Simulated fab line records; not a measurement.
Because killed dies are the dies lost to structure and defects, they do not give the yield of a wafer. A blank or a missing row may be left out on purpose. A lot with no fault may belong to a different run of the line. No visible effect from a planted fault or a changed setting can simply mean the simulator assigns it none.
The tool behind it: which one? || flow n5Finfet || Sampling: 11 lots, 33 wafers, 3 of 1938 route steps

== WHAT THE GAUGES SHOWED, per wafer ==
N5_BEOL_M0_SAQP_OVL_MEAS_15.
{"lot": "L075", "measured": "day 5 22:33", "on": "overlay-01", "M0_CORE_OVL (nm)": "-0.8 -1.1 -1.8"}
{"lot": "L077", "measured": "day 6 04:34", "on": "overlay-01", "M0_CORE_OVL (nm)": "0.4 -0.3 0.4"}
{"lot": "L079", "measured": "day 6 16:40", "on": "overlay-02", "M0_CORE_OVL (nm)": "0.4 1.7 1.1"}
{"lot": "L082", "measured": "day 7 13:21", "on": "overlay-02", "M0_CORE_OVL (nm)": "-1.1 -0.5 -0.8"}
{"lot": "L084", "measured": "day 8 07:32", "on": "overlay-02", "M0_CORE_OVL (nm)": "-0.2 -0.1 0.4"}
{"lot": "L086", "measured": "day 8 20:52", "on": "overlay-01", "M0_CORE_OVL (nm)": "1.8 0.4 0.3"}
{"lot": "L088", "measured": "day 9 02:03", "on": "overlay-02", "M0_CORE_OVL (nm)": "0.2 1.0 0.1"}
{"lot": "L091", "measured": "day 9 17:58", "on": "overlay-02", "M0_CORE_OVL (nm)": "1.2 0.2 0.7"}
{"lot": "L093", "measured": "day 10 06:29", "on": "overlay-01", "M0_CORE_OVL (nm)": "-0.1 0.1 0.6"}
{"lot": "L095", "measured": "day 10 16:52", "on": "overlay-01", "M0_CORE_OVL (nm)": "-0.7 0.1 -1.2"}
{"lot": "L097", "measured": "day 11 06:34", "on": "overlay-02", "M0_CORE_OVL (nm)": "-1.0 -0.5 0.2"}

== EACH LOT AND THE TOOL THAT RAN IT (in order: tool; ch and the chambers of the sampled wafers; start) ==
{"lot": "L075", "N5_MOL_CONTACT_COAG_DESCUM_45": "rieDiel-05 ch 0,1,3, day 5 15:29", "N5_BEOL_M0_SAQP_PECVD_96": "pecvd-01 ch 0,1,2, day 5 21:57"}
{"lot": "L077", "N5_MOL_CONTACT_COAG_DESCUM_45": "rieDiel-06 ch 1,3, day 5 21:52", "N5_BEOL_M0_SAQP_PECVD_96": "pecvd-02 ch 0,1, day 6 03:52"}
{"lot": "L079", "N5_MOL_CONTACT_COAG_DESCUM_45": "rieDiel-06 ch 2,3, day 6 09:25", "N5_BEOL_M0_SAQP_PECVD_96": "pecvd-04 ch 0,1,2, day 6 16:05"}
{"lot": "L082", "N5_MOL_CONTACT_COAG_DESCUM_45": "rieDiel-06 ch 1,3, day 7 06:59", "N5_BEOL_M0_SAQP_PECVD_96": "pecvd-02 ch 0,2, day 7 12:39"}
{"lot": "L084", "N5_MOL_CONTACT_COAG_DESCUM_45": "rieDiel-05 ch 0,3, day 7 20:59", "N5_BEOL_M0_SAQP_PECVD_96": "pecvd-04 ch 0,1, day 8 06:50"}
{"lot": "L086", "N5_MOL_CONTACT_COAG_DESCUM_45": "rieDiel-06 ch 2,3, day 8 11:44", "N5_BEOL_M0_SAQP_PECVD_96": "pecvd-02 ch 0,2, day 8 20:10"}
{"lot": "L088", "N5_MOL_CONTACT_COAG_DESCUM_45": "rieDiel-04 ch 0,2,3, day 8 18:53", "N5_BEOL_M0_SAQP_PECVD_96": "pecvd-04 ch 0,1, day 9 01:22"}
{"lot": "L091", "N5_MOL_CONTACT_COAG_DESCUM_45": "rieDiel-04 ch 0,1,2, day 9 10:08", "N5_BEOL_M0_SAQP_PECVD_96": "pecvd-01 ch 0,1,2, day 9 17:22"}
{"lot": "L093", "N5_MOL_CONTACT_COAG_DESCUM_45": "rieDiel-06 ch 1,2,3, day 10 00:44", "N5_BEOL_M0_SAQP_PECVD_96": "pecvd-02 ch 0,1,2, day 10 05:56"}
{"lot": "L095", "N5_MOL_CONTACT_COAG_DESCUM_45": "rieDiel-04 ch 1,2,3, day 10 08:35", "N5_BEOL_M0_SAQP_PECVD_96": "pecvd-02 ch 0,2, day 10 16:17"}
{"lot": "L097", "N5_MOL_CONTACT_COAG_DESCUM_45": "rieDiel-05 ch 0,1,2, day 10 22:10", "N5_BEOL_M0_SAQP_PECVD_96": "pecvd-04 ch 0,1, day 11 05:59"}
- N5_MOL_CONTACT_COAG_DESCUM_45: chemistry O2, time 7 s.
- N5_BEOL_M0_SAQP_PECVD_96: deposits a-Si from SiH4/He, target thk 45 nm, time 45.2 s.

== THE ANSWER, worked out from the rows above alone ==
Rule: the lots themselves supply what counts as usual. Put in order of their means at a reading, lots are off if they are a third of the lots or fewer, leave a main group of 4 or more, and stand apart from it by a gap of 3 or more times the standard deviation of the main group's means; of several such gaps the widest counts. A main group is skipped when, at the precision printed for the reading in the tables above, its means are all equal. Also off: a lot with no number at a reading for which 4 or more lots have one. Where the step has rows for the other lots, those lots are counted as sound.
No lot is off at any reading shown: from this, nothing can be told.

== WHAT THE SIMULATOR HAD INSERTED ==
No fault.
